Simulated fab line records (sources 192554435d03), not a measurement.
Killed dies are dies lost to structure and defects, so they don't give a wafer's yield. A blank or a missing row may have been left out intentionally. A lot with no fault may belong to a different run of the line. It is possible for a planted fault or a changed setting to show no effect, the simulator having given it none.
A lot that was struck, set against a sound lot    flow n5_finfet    15 steps out of a route of 1938
Sound: these wafers, L815.2, L815.5, L815.6. Struck: wafer L821.2; the same lot's L821.1 was not struck, so it is left out; see the end for the cause.
For every step that has rows: the tool of each side, followed by ch and its chambers, followed by its first start. Under that, the readings that differ: sound wafers    struck wafers    difference of the means    sigmas: that difference in standard deviations of wafers without a fault.
alike: words and numbers the same on both sides, and readings whose means are apart by under 2 such deviations; not compared: readings that were withheld, readings missing a value for some wafer, numbers with overlapping values and no deviation given by the record, and bounds like >300 which may hide the same value.
The two part at a step that has a row with sigmas, a row that says differs or no value, or rows on one side only. When numbers do not overlap yet have no deviation, they are printed without sigmas and do not part them. A reading that every wafer of one side lacks parts them only if that side has two wafers or more.

first, 8 steps without rows for these wafers: N5_BEOL_M6_COAT_64 (time 60 s, resist thk 12 nm); N5_BEOL_M6_COAT_71 (time 60 s, resist thk 5 nm); N5_BEOL_M6_COAT_22 (resist thk 30 nm); N5_BEOL_M6_EBR_24; N5_BEOL_M6_SOFTBAKE_23 (time 60 s); N5_BEOL_M6_EXPOSE_25 (exposes mask V5, target cd 40 nm); N5_BEOL_M6_PEB_26 (peb time 60 s); N5_BEOL_M6_DEVELOP_27 (develop time 30 s).
N5_BEOL_M6_CD_MEAS_28: target cd 40 nm.
  sound on cd_sem-01 ch 0, day 10 04:22; struck on cd_sem-02 ch 0, day 11 22:24
  alike: cd_nm
N5_BEOL_M6_OVL_MEAS_29:
  sound on overlay-01 ch 0, day 10 04:24; struck on overlay-01 ch 0, day 11 22:26
  alike: V5_OVL
N5_BEOL_M6_INSPECT_30: inspects for defects (brightfield).
  sound: defect_inspect-02 at day 10 04:28; struck: defect_inspect-02 at day 11 22:29
  alike: raw_defect_count
N5_BEOL_M6_DESCUM_33: chemistry O2, time 7 s.
  sound on rie_diel-02 ch 0,3, day 10 04:49; struck on rie_diel-04 ch 2, day 11 22:32
  alike: drypump_motor_current_A, oes_product_au, rf_vpp_V, showerhead_plenum_p_Torr, throttle_valve_pct
  not compared: rf_hours_counter_h
N5_BEOL_M6_ETCH_72: etches underlayer in N2/H2, target depth 6.5 nm, time 5.2 s.
  sound on rie_diel-02 ch 0,3, day 10 04:52; struck on rie_diel-04 ch 2, day 11 22:34
reading                sound           struck  difference  sigmas
etch_rf_on_time_s (s)  5.07 5.11 5.38  3.38    -1.81       -18
oes_product_au (a.u.)  0.73 0.74 0.59  1.07    +0.38       +5
  alike: drypump_motor_current_A, h2_flow_sccm, rf_vpp_V, showerhead_plenum_p_Torr, throttle_valve_pct
  not compared: rf_hours_counter_h
N5_BEOL_M6_ETCH_65: etches SiARC in CF4, target depth 15.6 nm, time 26 s.
  sound on rie_diel-02 ch 0,3, day 10 04:54; struck on rie_diel-04 ch 2, day 11 22:35
  alike: drypump_motor_current_A, etch_rf_on_time_s, mfc_ar_sccm, oes_product_au, rf_vpp_V, showerhead_plenum_p_Torr, throttle_valve_pct
  not compared: rf_hours_counter_h
-- a jump in the record: the struck wafers' starts before and after are 4 days apart (it breaks off in module BEOL_M6 and resumes in module PASSIVATION, where the first step shown is number 1936 of the route) --
N5_PASSIVATION_PROBE_49:
  sound: prober-02 at day 14 01:02; struck: prober-02 at day 15 16:27
  alike: defect_limited_yield, killed_at_M0_to_M3, killed_at_M4_up, killed_at_contacts, killed_at_front_end, killed_at_other, killed_dies, killed_open, killed_short, sort_bin_5_function, sort_bin_6_memory, sort_bin_8_speed, sort_n_pass, sort_yield_pct

WHERE THEY PART
Only at N5_BEOL_M6_ETCH_72, as far as this record shows. Later steps at which nothing parts them and some readings are alike: N5_BEOL_M6_ETCH_65, N5_PASSIVATION_PROBE_49.

WHY: whatever the simulator had introduced
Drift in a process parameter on rie_diel-04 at N5_BEOL_M6_ETCH_72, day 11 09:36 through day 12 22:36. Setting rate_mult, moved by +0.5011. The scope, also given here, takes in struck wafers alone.
